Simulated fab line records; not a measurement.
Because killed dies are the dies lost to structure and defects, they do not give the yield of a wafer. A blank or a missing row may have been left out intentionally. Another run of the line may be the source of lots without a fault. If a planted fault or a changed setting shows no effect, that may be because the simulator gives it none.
fab line records	flow nandHarc
record: lots: 6	wafers: 18	lastDay: 27
route steps=1159 shown P_M2@332 END@1159
lots untouched by any fault: they come from a run of this same line in which no faults occurred
startH: hours from the record's first day to the start of the lot's first wafer shown	waitH: hours from the lot's prior step to this one	" unchanged from the row above	L1.1+2: a row that stands for several wafers	- no value, or no start was given	* or withheld: withheld	< > ~ a bound
route shown NAME@n: names a module that has steps shown in the file, with the first one's number in the route	usual: the fault-free wafers' mean and standard deviation	same: alike in all rows	chamber/n: place in a boat	sites: the reading at each site	_std_site: standard deviation of those values	_edge_site: the outer-site mean with the inner-site mean subtracted	radiusMm: how far each site lies from the wafer's centre	mask NAME#n: copy n	behind: tool/chamber where the wafer was last shaped	hold: why the lot was held/for how many hours/how that ended	device: transistor that didn't switch, given as n, p or np	end of line: the same wafers' tests at the end of the route	a step with no rows: only its recipe	killed: not the wafer's yield, but the dies lost to structure and defects at the first sort	map: a wafer's dies, x killed, . not, _ none there
set.NAME: setting as actually run; set.NAME@STEP: the setting as run at that earlier step	model.NAME: the simulator's own value behind a step, which no gauge read
lots seen at some steps along the route; tables by step, rows by wafer
services: a tool's chamber out of use, with start hour (startH, from the record's first day; less than 0 if before it), hours out, and reason
== steps ==
step: NHARC_P_M2_ETCH_35
recipe: targetDepthA: 400	overetchA: 120	timeS: 43.94	ionEnergyEv: 200	n2FlowSccm: 150	h2FlowSccm: 150	arFlowSccm: 0	rfW: 400	biasW: 150	chemistry: N2/H2
usual: drypumpMotorCurrentA: 5.6/0.6	oesProductAu: 1.000/0.0088	rfVppV: 432.2/2.2	showerheadPlenumPTorr: 2.10/0.075	throttleValvePct: 14.172/0.0087
lot.wafer	tool	chamber	startH	waitH	drypumpMotorCurrentA	oesProductAu	rfHoursCounterH	rfVppV	showerheadPlenumPTorr	throttleValvePct
L212.4	rieDiel-04	1	197.44	0.1	5.4	0.995	17	432.9	2.09	14.195
L212.1	"	2	"	"	6.5	1.010	19	430.8	2.08	14.181
L212.5	"	2	"	"	6.5	1.011	-	432.1	2.08	14.182
L215.1	rieDiel-07	1	208.13	0.1	5.2	0.996	6	434.4	2.09	14.180
L215.3	"	2	"	"	5.2	0.993	5	433.6	2.15	14.180
L215.6	"	1	"	"	5.3	0.991	-	430.8	2.09	14.195
L220.3	rieDiel-07	2	222.37	0.1	5.2	0.977	6	433.5	2.15	14.177
L220.1	"	3	"	"	6.3	0.990	6	433.7	2.18	14.168
L220.6	"	0	"	"	5.0	0.995	-	432.6	2.11	14.178
L221.4	rieDiel-06	2	222.87	0.1	5.3	1.016	31	428.0	1.92	14.171
L221.3	"	0	"	"	6.7	1.000	29	432.3	2.09	14.173
L221.5	"	2	"	"	5.3	1.022	-	429.6	1.92	14.178
L224.3	rieDiel-06	1	235.21	0.1	5.0	0.984	31	433.4	2.18	14.165
L224.4	"	2	"	"	5.3	1.017	32	425.6	1.92	14.197
L224.5	"	0	"	"	6.7	0.994	-	431.2	2.09	14.178
L226.3	rieDiel-04	1	241.38	0.1	5.4	0.997	28	431.5	2.09	14.170
L226.1	"	2	"	"	6.5	0.992	28	432.4	2.08	14.158
L226.6	"	0	"	"	6.4	0.992	-	428.7	1.97	14.168
step: NHARC_P_M2_ETCH_15
recipe: targetDepthA: 1825	timeS: 91.2	c4f8FlowSccm: withheld	arFlowSccm: 400	rfW: 600	biasW: 300	chemistry: C4F8/Ar
usual: oesProductAu: 0.943/0.022	rfVppV: 442.6/2.3
lot.wafer	tool	chamber	startH	waitH	oesProductAu	rfHoursCounterH	rfVppV
L212.1	rieDiel-04	3	-	-	0.920	18	446.1
L212.4	"	0	"	"	0.932	16	437.8
L212.5	"	2	"	"	0.934	-	441.9
L215.3	rieDiel-07	0	-	-	0.928	5	441.9
L215.1	"	2	"	"	0.915	5	443.2
L215.6	"	0	"	"	0.927	-	442.2
L220.1	rieDiel-07	2	-	-	0.967	6	444.0
L220.3	"	3	"	"	0.972	6	445.8
L220.6	"	1	"	"	0.959	-	442.7
L221.4	rieDiel-06	0	-	-	0.917	29	441.5
L221.3	"	3	"	"	0.919	29	444.1
L221.5	"	0	"	"	0.924	-	441.2
L224.3	rieDiel-06	0	-	-	0.924	30	442.3
L224.4	"	2	"	"	0.934	32	437.8
L224.5	"	1	"	"	0.916	-	445.1
L226.3	rieDiel-04	1	-	-	0.924	28	440.1
L226.1	"	2	"	"	0.929	28	442.7
L226.6	"	1	"	"	0.924	-	442.0
step: NHARC_P_M2_CD_MEAS_16
usual: cdNm: 170.0/0.74
lot.wafer	tool	chamber	startH	waitH	cdNm
L212.1	cdSem-03	-	197.66	-	170.1
L212.4	"	-	"	"	170.5
L212.5	"	-	"	"	171.5
L215.1	cdSem-02	-	208.35	-	171.0
L215.3	"	-	"	"	169.8
L215.6	"	-	"	"	170.6
L220.1	cdSem-03	-	222.59	-	170.6
L220.3	"	-	"	"	170.4
L220.6	"	-	"	"	168.7
L221.3	cdSem-03	-	223.10	-	169.9
L221.4	"	-	"	"	169.1
L221.5	"	-	"	"	169.4
L224.3	cdSem-03	-	235.42	-	168.9
L224.4	"	-	"	"	169.0
L224.5	"	-	"	"	168.9
L226.1	cdSem-02	-	241.59	-	170.2
L226.3	"	-	"	"	170.6
L226.6	"	-	"	"	170.3
step: NHARC_P_M2_STRIP_18
recipe: powerW: 1000	n2FlowSccm: 150	h2FlowSccm: 150	arFlowSccm: 0	biasW: 0	chemistry: N2/H2
step: NHARC_P_M2_ETCH_28
recipe: targetDepthA: 300	overEtchFrac: 0.3	timeS: 72.99	ionEnergyEv: 150	cf4FlowSccm: 50	n2FlowSccm: 100	arFlowSccm: 150	rfW: 300	biasW: 100	chemistry: CF4/N2
usual: cf4FlowSccm: 49.98/0.14	drypumpMotorCurrentA: 5.5/0.54	oesProductAu: 0.999/0.01	rfVppV: 315.5/1.7	showerheadPlenumPTorr: 2.71/0.087	throttleValvePct: 19.795/0.0086
lot.wafer	tool	chamber	startH	waitH	cf4FlowSccm	drypumpMotorCurrentA	oesProductAu	rfHoursCounterH	rfVppV	showerheadPlenumPTorr	throttleValvePct
L212.4	rieDiel-07	1	-	-	50.02	5.3	1.013	5	314.5	2.68	19.798
L212.1	"	2	"	"	49.88	5.3	1.002	4	315.8	2.76	19.797
L212.5	"	2	"	"	50.01	5.2	1.002	-	316.0	2.76	19.796
L215.3	rieDiel-06	3	-	-	50.01	5.9	0.991	27	315.7	2.75	19.795
L215.1	"	0	"	"	49.99	6.7	1.000	28	316.1	2.69	19.798
L215.6	"	3	"	"	49.99	5.9	0.995	-	315.2	2.75	19.786
L220.1	rieDiel-07	2	-	-	49.82	5.2	1.002	6	316.4	2.76	19.789
L220.3	"	0	"	"	50.20	5.0	1.011	6	315.7	2.71	19.791
L220.6	"	3	"	"	49.88	6.3	0.998	-	316.9	2.80	19.794
L221.3	rieDiel-07	2	-	-	49.88	5.2	0.972	6	317.3	2.76	19.788
L221.4	"	3	"	"	50.06	6.2	0.994	6	317.5	2.80	19.793
L221.5	"	0	"	"	50.29	5.0	0.997	-	314.8	2.71	19.792
L224.4	rieDiel-04	3	-	-	49.83	5.1	0.993	28	318.3	2.82	19.806
L224.3	"	0	"	"	49.82	6.4	1.009	27	313.3	2.54	19.798
L224.5	"	3	"	"	49.86	5.1	0.994	-	318.4	2.82	19.807
L226.1	rieDiel-07	1	-	-	50.21	5.3	1.003	0	315.2	2.68	19.797
L226.3	"	3	"	"	50.03	6.3	0.989	0	316.6	2.80	19.806
L226.6	"	1	"	"	50.33	5.3	1.017	-	316.5	2.68	19.784
step: NHARC_P_M2_STRIP_19
recipe: timeS: 600	tempC: 30	chemistry: postEtchResidueRemover
step: NHARC_P_M2_DEGAS_29
recipe: tempC: 250	timeS: 60
step: NHARC_P_M2_PRE_CLEAN_30
recipe: timeS: 30	tempC: 280	gas: H2/He
step: NHARC_P_M2_PVD_20
recipe: targetThkA: 50	biasV: 168.6	powerW: 15000	chamberPressurePa: 0.12	timeS: 8.06	substrateTempC: 50	material: TaN
usual: throttleValvePct: 30.0/0.95
lot.wafer	tool	chamber	startH	waitH	throttleValvePct
L212.4	pvdSputter-01	-	-	-	30.6
L212.1	"	-	"	"	30.6
L212.5	"	-	"	"	30.7
L215.1	pvdSputter-01	-	-	-	30.9
L215.3	"	-	"	"	30.6
L215.6	"	-	"	"	30.6
L220.3	pvdSputter-03	-	-	-	29.3
L220.1	"	-	"	"	27.5
L220.6	"	-	"	"	28.9
L221.3	pvdSputter-01	-	-	-	30.3
L221.4	"	-	"	"	30.8
L221.5	"	-	"	"	31.0
L224.4	pvdSputter-03	-	-	-	31.3
L224.3	"	-	"	"	27.7
L224.5	"	-	"	"	29.5
L226.3	pvdSputter-01	-	-	-	31.1
L226.1	"	-	"	"	30.4
L226.6	"	-	"	"	30.5
step: NHARC_P_M2_PVD_21
recipe: targetThkA: 300	chamberPressurePa: 5	powerW: 5000	substrateTempC: 30	timeS: 20.49	material: Cu
step: NHARC_P_M2_ECD_22
recipe: targetThkA: 4000	bathTempC: 25	material: Cu
step: NHARC_P_M2_ANNEAL_31
recipe: tempC: 225	timeS: 90
usual: wafer_temp_C_max: 226.2/0.31
lot.wafer	tool	chamber	startH	waitH	wafer_temp_C_max
L212.1	rtpAnneal-02	0	199.13	0.3	225.8
L212.4	"	0	"	"	226.3
L212.5	"	0	"	"	226.2
L215.1	rtpAnneal-01	0	209.83	0.4	226.3
L215.3	"	0	"	"	226.4
L215.6	"	0	"	"	226.0
L220.1	rtpAnneal-01	0	224.38	0.3	225.9
L220.3	"	0	"	"	225.9
L220.6	"	0	"	"	226.8
L221.3	rtpAnneal-01	0	224.80	0.3	226.1
L221.4	"	0	"	"	226.6
L221.5	"	0	"	"	226.7
L224.3	rtpAnneal-01	0	236.96	-	226.0
L224.4	"	0	"	"	226.1
L224.5	"	0	"	"	225.7
L226.1	rtpAnneal-01	0	243.05	-	225.7
L226.3	"	0	"	"	226.2
L226.6	"	0	"	"	226.7
step: NHARC_P_M2_CMP_23
recipe: tOverpolishS: 20	targetThkNm: 144.3
usual: edgeZonePressureFrac: 1.000/0.0048	motorCurrentA: 12.3/0.99	slurryFilterDpKPa: 13.50/0.12	timeToEndpointS: 29.3/2.3
lot.wafer	tool	chamber	startH	waitH	edgeZonePressureFrac	motorCurrentA	slurryFilterDpKPa	timeToEndpointS
L212.1	cmp-02	3	199.47	-	0.997	11.2	13.36	33.6
L212.4	"	0	"	"	1.000	13.7	13.44	27.2
L212.5	"	0	"	"	0.996	13.2	13.61	28.2
L215.1	cmp-04	1	210.22	-	1.011	11.3	13.51	28.7
L215.3	"	2	"	"	1.002	13.5	13.49	27.8
L215.6	"	0	"	"	1.014	11.6	13.49	29.2
L220.3	cmp-02	3	224.73	-	-	-	-	-
L220.1	"	1	"	"	-	-	-	-
L220.6	"	3	"	"	-	-	-	-
L221.4	cmp-04	3	225.09	-	-	-	-	-
L221.3	"	0	"	"	-	-	-	-
L221.5	"	2	"	"	-	-	-	-
L224.3	cmp-01	2	237.23	-	0.995	10.9	13.48	27.8
L224.4	"	3	"	"	0.997	13.7	13.46	30.7
L224.5	"	2	"	"	0.992	11.6	13.70	29.4
L226.1	cmp-01	3	243.40	-	0.992	13.6	13.62	28.7
L226.3	"	2	"	"	0.997	11.1	13.45	28.9
L226.6	"	3	"	"	0.994	13.0	13.55	29.7
step: NHARC_P_M2_THK_MEAS_24
recipe: thkMeasGauge: xrf
usual: thkNm: 144.5/1.5
lot.wafer	tool	chamber	startH	waitH	thkNm
L212.1	filmMetro-01	-	199.78	-	146.3
L212.4	"	-	"	"	143.2
L212.5	"	-	"	"	143.7
L215.1	filmMetro-01	-	210.51	-	143.6
L215.3	"	-	"	"	140.1
L215.6	"	-	"	"	143.3
L220.1	filmMetro-02	-	225.04	0.2	392.1
L220.3	"	-	"	"	401.8
L220.6	"	-	"	"	389.8
L221.3	filmMetro-02	-	225.36	0.2	407.1
L221.4	"	-	"	"	405.2
L221.5	"	-	"	"	396.0
L224.3	filmMetro-01	-	237.52	-	144.3
L224.4	"	-	"	"	144.9
L224.5	"	-	"	"	145.5
L226.1	filmMetro-01	-	243.71	-	144.8
L226.3	"	-	"	"	145.1
L226.6	"	-	"	"	145.5
step: NHARC_P_M2_SRD_25
step: NHARC_END_SORT_01
recipe: tempC: 25
usual: defectLimitedYield: 95.1/1.7	killedAtArray: 29/11	killedAtOther: 0.5/0.85	killedAtPeriphery: 3.0/2.3	killedDies: 33/12	killedOpen: 3.3/1.9	killedShort: 2.0/1.5	sort_bin_2_pct: 1.5/0.66	sort_bin_3_pct: 0.25/0.21	sort_bin_4_pct: 3.1/1.2	sortNPass: 644/12	sortRimYieldPct: 96.7/2	sortYieldPct: 95.1/1.7
same: grossDies: 677	sort_bin_5_pct[%]: 0	sort_bin_6_pct[%]: 0	sort_bin_7_pct[%]: 0	sort_bin_8_pct[%]: 0	sortRimNGross: 106.00
lot.wafer	tool	chamber	startH	waitH	defectLimitedYield[%]	killedAtArray	killedAtOther	killedAtPeriphery	killedDies	killedOpen	killedShort	sort_bin_2_pct[%]	sort_bin_3_pct[%]	sort_bin_4_pct[%]	sortNPass	sortRimYieldPct[%]	sortYieldPct[%]
L212.1	prober-01	0	603.30	2.5	93.6	41	2	0	43	2	3	1.9	0.15	4.3	634	95.3	93.6
L212.4	prober-01	0	605.62	3.3	93.6	39	1	3	43	4	1	2.2	0.30	3.8	634	94.3	93.6
L212.5	prober-01	0	606.40	3.6	95.4	29	1	1	31	2	1	1.0	0.30	3.2	646	98.1	95.4
L215.1	prober-02	0	607.55	2.5	95.1	30	1	2	33	1	4	1.9	0.44	2.5	644	98.1	95.1
L220.1	prober-01	0	626.51	2.5	0	31	0	646	677	2	3	95.9	0.30	3.8	0	0	0
L220.3	prober-01	0	628.13	3.1	0	21	0	656	677	6	1	97.0	0.15	2.8	0	0	0
L220.6	prober-01	0	630.56	4.1	0	34	0	643	677	4	1	95.9	0.44	3.7	0	0	0
L224.3	prober-02	0	632.52	3.1	94.2	33	1	5	39	4	1	1.5	0	4.3	638	95.3	94.2
L224.4	prober-02	0	633.31	3.4	93.6	39	1	3	43	3	1	2.4	0.15	3.8	634	95.3	93.6
L224.5	prober-02	0	634.11	3.7	94.7	33	0	3	36	2	2	1.6	0.15	3.5	641	92.5	94.7
L226.1	prober-01	0	642.20	2.6	91.4	53	1	4	58	3	2	2.7	0.89	5.0	619	91.5	91.4
L226.3	prober-01	0	643.80	3.1	89.5	60	0	11	71	6	2	2.8	1.03	6.6	606	94.3	89.5
L226.6	prober-01	0	646.19	4.0	92.0	46	0	8	54	3	0	2.2	0.30	5.5	623	94.3	92.0
L221.4	prober-01	0	652.38	3.4	0	28	0	649	677	1	1	97.3	0.15	2.5	0	0	0
L221.5	prober-01	0	653.18	3.7	0	36	0	641	677	6	4	95.6	0.74	3.7	0	0	0
killed by level:class
L212.1 A_CHANNEL_HOLE_D1:chamberFilmFlake=18 A_SLIT:chamberFilmFlake=14 A_CHANNEL_FILL_D1:geometricParticle:short=1 A_SGD_CUT:geometricParticle:open=1 A_CONTACT:geometricParticle:open=1 A_M1:geometricParticle:short=1 STARTING-WAFER:geometricParticle:short=1 A_ZERO_WELL:chamberFilmFlake=1
L212.4 A_SLIT:chamberFilmFlake=17 A_CHANNEL_HOLE_D1:chamberFilmFlake=14 A_M0:geometricParticle:open=2 A_CONTACT:chamberFilmFlake=2 P_CONTACT:geometricParticle:short=1 P_M1:geometricParticle:open=1 A_SGD_CUT:geometricParticle:open=1 P_STI:chamberFilmFlake=1
L212.5 A_CHANNEL_HOLE_D1:chamberFilmFlake=12 A_SLIT:chamberFilmFlake=12 P_M0:geometricParticle:open=1 A_WL_FILL:geometricParticle:open=1 A_M0:geometricParticle:short=1 A_STAIRCASE:chamberFilmFlake=1 A_SGD_CUT:chamberFilmFlake=1 A_CONTACT:chamberFilmFlake=1
L215.1 A_SLIT:chamberFilmFlake=18 A_CHANNEL_HOLE_D1:chamberFilmFlake=4 A_CONTACT:chamberFilmFlake=3 A_STAIRCASE:chamberFilmFlake=2 P_GATE:geometricParticle:short=1 A_M0:geometricParticle:short=1 A_M0:geometricParticle:open=1 A_M1:geometricParticle:short=1
L220.1 P_M2:areaCmp=640 A_CHANNEL_HOLE_D1:chamberFilmFlake=19 A_CONTACT:chamberFilmFlake=6 P_CONTACT:chamberFilmFlake=2 A_STAIRCASE:chamberFilmFlake=2 P_STI:geometricParticle:short=1 P_GATE:geometricParticle:short=1 A_ONON_D1:geometricParticle:short=1
L220.3 P_M2:areaCmp=647 A_CHANNEL_HOLE_D1:chamberFilmFlake=15 P_M0:geometricParticle:open=3 A_STAIRCASE:chamberFilmFlake=3 P_CONTACT:chamberFilmFlake=2 A_CONTACT:chamberFilmFlake=2 P_GATE:geometricParticle:open=1 P_CONTACT:geometricParticle:open=1
L220.6 P_M2:areaCmp=637 A_CHANNEL_HOLE_D1:chamberFilmFlake=17 A_CONTACT:chamberFilmFlake=7 A_STAIRCASE:chamberFilmFlake=3 P_GATE:chamberFilmFlake=2 P_CONTACT:chamberFilmFlake=2 A_ZERO_WELL:chamberFilmFlake=2 P_CONTACT:geometricParticle:open=1
L224.3 A_CHANNEL_HOLE_D1:chamberFilmFlake=15 A_CONTACT:chamberFilmFlake=7 A_STAIRCASE:chamberFilmFlake=6 P_GATE:geometricParticle:open=2 P_M0:chamberFilmFlake=2 A_WL_FILL:chamberFilmFlake=2 P_CONTACT:geometricParticle:open=1 A_CHANNEL_FILL_D1:geometricParticle:open=1
L224.4 A_CHANNEL_HOLE_D1:chamberFilmFlake=27 A_STAIRCASE:chamberFilmFlake=5 A_CONTACT:chamberFilmFlake=3 P_M0:geometricParticle:open=1 A_WL_FILL:geometricParticle:short=1 A_M0:geometricParticle:open=1 STARTING-WAFER:geometricParticle:open=1 P_ZERO_WELL:chamberFilmFlake=1
L224.5 A_CHANNEL_HOLE_D1:chamberFilmFlake=20 A_STAIRCASE:chamberFilmFlake=5 A_WL_FILL:chamberFilmFlake=2 A_CONTACT:chamberFilmFlake=2 P_CONTACT:geometricParticle:open=1 P_M0:geometricParticle:open=1 A_CHANNEL_HOLE_D1:geometricParticle:short=1 A_CHANNEL_FILL_D1:geometricParticle:short=1
L226.1 A_SLIT:chamberFilmFlake=19 A_CHANNEL_HOLE_D1:chamberFilmFlake=14 A_CONTACT:chamberFilmFlake=9 A_STAIRCASE:chamberFilmFlake=3 A_CONTACT:geometricParticle:open=2 A_CHANNEL_FILL_D1:chamberFilmFlake=2 P_GATE:geometricParticle:open=1 A_M0:geometricParticle:short=1
L226.3 A_CHANNEL_HOLE_D1:chamberFilmFlake=25 A_SLIT:chamberFilmFlake=21 P_STI:chamberFilmFlake=4 A_STAIRCASE:chamberFilmFlake=3 A_CONTACT:chamberFilmFlake=3 A_WL_FILL:chamberFilmFlake=3 P_M0:geometricParticle:open=2 P_M2:chamberFilmFlake=2
L226.6 A_SLIT:chamberFilmFlake=18 A_CHANNEL_HOLE_D1:chamberFilmFlake=17 P_STI:chamberFilmFlake=5 A_CONTACT:chamberFilmFlake=4 A_CHANNEL_FILL_D1:chamberFilmFlake=3 P_M2:chamberFilmFlake=2 A_STAIRCASE:chamberFilmFlake=2 P_GATE:geometricParticle:open=1
L221.4 P_M2:areaCmp=648 A_CHANNEL_HOLE_D1:chamberFilmFlake=23 A_WL_FILL:geometricParticle:short=1 A_M0:geometricParticle:open=1 P_ZERO_WELL:chamberFilmFlake=1 A_STAIRCASE:chamberFilmFlake=1 A_SLIT:chamberFilmFlake=1 A_M0:chamberFilmFlake=1
L221.5 P_M2:areaCmp=638 A_CHANNEL_HOLE_D1:chamberFilmFlake=22 A_STAIRCASE:chamberFilmFlake=5 P_CONTACT:geometricParticle:open=2 A_CONTACT:geometricParticle:short=2 P_M0:geometricParticle:short=1 A_CHANNEL_FILL_D1:geometricParticle:open=1 A_STAIRCASE:geometricParticle:short=1
map L220.1 (x killed, . not)
____________x____________
_________xxxxxxx_________
_______xxxxxxxxxxx_______
______xxxxxxxxxxxxx______
_____xxxxxxxxxxxxxxx_____
____xxxxxxxxxxxxxxxxx____
____xxxxxxxxxxxxxxxxx____
___xxxxxxxxxxxxxxxxxxx___
___xxxxxxxxxxxxxxxxxxx___
__xxxxxxxxxxxxxxxxxxxxx__
__xxxxxxxxxxxxxxxxxxxxx__
_xxxxxxxxxxxxxxxxxxxxxxx_
_xxxxxxxxxxxxxxxxxxxxxxx_
_xxxxxxxxxxxxxxxxxxxxxxx_
_xxxxxxxxxxxxxxxxxxxxxxx_
_xxxxxxxxxxxxxxxxxxxxxxx_
xxxxxxxxxxxxxxxxxxxxxxxxx
xxxxxxxxxxxxxxxxxxxxxxxxx
xxxxxxxxxxxxxxxxxxxxxxxxx
xxxxxxxxxxxxxxxxxxxxxxxxx
xxxxxxxxxxxxxxxxxxxxxxxxx
_xxxxxxxxxxxxxxxxxxxxxxx_
_xxxxxxxxxxxxxxxxxxxxxxx_
_xxxxxxxxxxxxxxxxxxxxxxx_
_xxxxxxxxxxxxxxxxxxxxxxx_
_xxxxxxxxxxxxxxxxxxxxxxx_
__xxxxxxxxxxxxxxxxxxxxx__
__xxxxxxxxxxxxxxxxxxxxx__
___xxxxxxxxxxxxxxxxxxx___
___xxxxxxxxxxxxxxxxxxx___
____xxxxxxxxxxxxxxxxx____
____xxxxxxxxxxxxxxxxx____
_____xxxxxxxxxxxxxxx_____
______xxxxxxxxxxxxx______
_______xxxxxxxxxxx_______
_________xxxxxxx_________
____________x____________
map L221.4 (x killed, . not)
____________x____________
_________xxxxxxx_________
_______xxxxxxxxxxx_______
______xxxxxxxxxxxxx______
_____xxxxxxxxxxxxxxx_____
____xxxxxxxxxxxxxxxxx____
____xxxxxxxxxxxxxxxxx____
___xxxxxxxxxxxxxxxxxxx___
___xxxxxxxxxxxxxxxxxxx___
__xxxxxxxxxxxxxxxxxxxxx__
__xxxxxxxxxxxxxxxxxxxxx__
_xxxxxxxxxxxxxxxxxxxxxxx_
_xxxxxxxxxxxxxxxxxxxxxxx_
_xxxxxxxxxxxxxxxxxxxxxxx_
_xxxxxxxxxxxxxxxxxxxxxxx_
_xxxxxxxxxxxxxxxxxxxxxxx_
xxxxxxxxxxxxxxxxxxxxxxxxx
xxxxxxxxxxxxxxxxxxxxxxxxx
xxxxxxxxxxxxxxxxxxxxxxxxx
xxxxxxxxxxxxxxxxxxxxxxxxx
xxxxxxxxxxxxxxxxxxxxxxxxx
_xxxxxxxxxxxxxxxxxxxxxxx_
_xxxxxxxxxxxxxxxxxxxxxxx_
_xxxxxxxxxxxxxxxxxxxxxxx_
_xxxxxxxxxxxxxxxxxxxxxxx_
_xxxxxxxxxxxxxxxxxxxxxxx_
__xxxxxxxxxxxxxxxxxxxxx__
__xxxxxxxxxxxxxxxxxxxxx__
___xxxxxxxxxxxxxxxxxxx___
___xxxxxxxxxxxxxxxxxxx___
____xxxxxxxxxxxxxxxxx____
____xxxxxxxxxxxxxxxxx____
_____xxxxxxxxxxxxxxx_____
______xxxxxxxxxxxxx______
_______xxxxxxxxxxx_______
_________xxxxxxx_________
____________x____________
== services ==
tool	chamber	startH	hours	kind
rieDiel-07	2	177.90	6.5	repair
pvdSputter-03	-	179.13	6.0	repair
cmp-01	-	179.50	4.0	pm
rieDiel-07	0	182.75	-	clean
rieDiel-07	1	182.75	-	clean
rieDiel-07	3	182.75	-	clean
pvdSputter-01	-	193.37	2.8	repair
cmp-04	-	197.70	0.6	repair
cmp-04	-	203.14	4.0	pm
rieDiel-07	0	207.25	-	clean
rieDiel-07	1	207.25	-	clean
rieDiel-07	2	207.25	-	clean
rieDiel-07	3	207.25	-	clean
rieDiel-04	2	221.36	3.4	repair
cmp-02	-	226.52	4.0	pm
rieDiel-07	-	228.20	9.0	pm
rieDiel-07	0	228.20	9.0	ventCycle
rieDiel-07	1	228.20	9.0	ventCycle
rieDiel-07	2	228.20	9.0	ventCycle
rieDiel-07	3	228.20	9.0	ventCycle
cmp-02	-	235.04	2.3	repair
rieDiel-07	0	237.20	-	clean
rieDiel-07	1	237.20	-	clean
rieDiel-06	-	241.58	9.0	pm
== key ==
firstSign: step: NHARC_P_M2_CMP_23	reading: toolRecord	direction: missing
effect: step: NHARC_P_M2_THK_MEAS_24	reading: thkNm	direction: up	sigmas: 99+	usual: 144.5	struck: 398.7
effect: step: NHARC_END_SORT_01	reading: killedAtPeriphery	direction: up	sigmas: 99+	usual: 3.0	struck: 647
moreKillsBornAt: NHARC_P_M2_CMP_23@cmp-02: 1924	NHARC_P_M2_CMP_23@cmp-04: 1286
metAt NHARC_P_M2_CMP_23
struckWafers L220.1,L220.3,L220.6,L221.3,L221.4,L221.5
rowsEnd L221.3
laterRowsLeftOut L220.1,L220.3,L220.6,L221.4,L221.5
onsetBetween 210.22 224.73
fault: kind: skippedStepWhole	tool: cmp-02,cmp-04	chamber: -	onsetH: 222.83	steps: NHARC_P_M2_CMP_23	scope: struckLotsOnly
laterRowsLeftOut: the simulator's readings of these wafers behind a module that went badly wrong aren't trusted and aren't shown, but for the sort
rowsEnd: these wafers met a further fault down the route, and their rows from its step on are left out
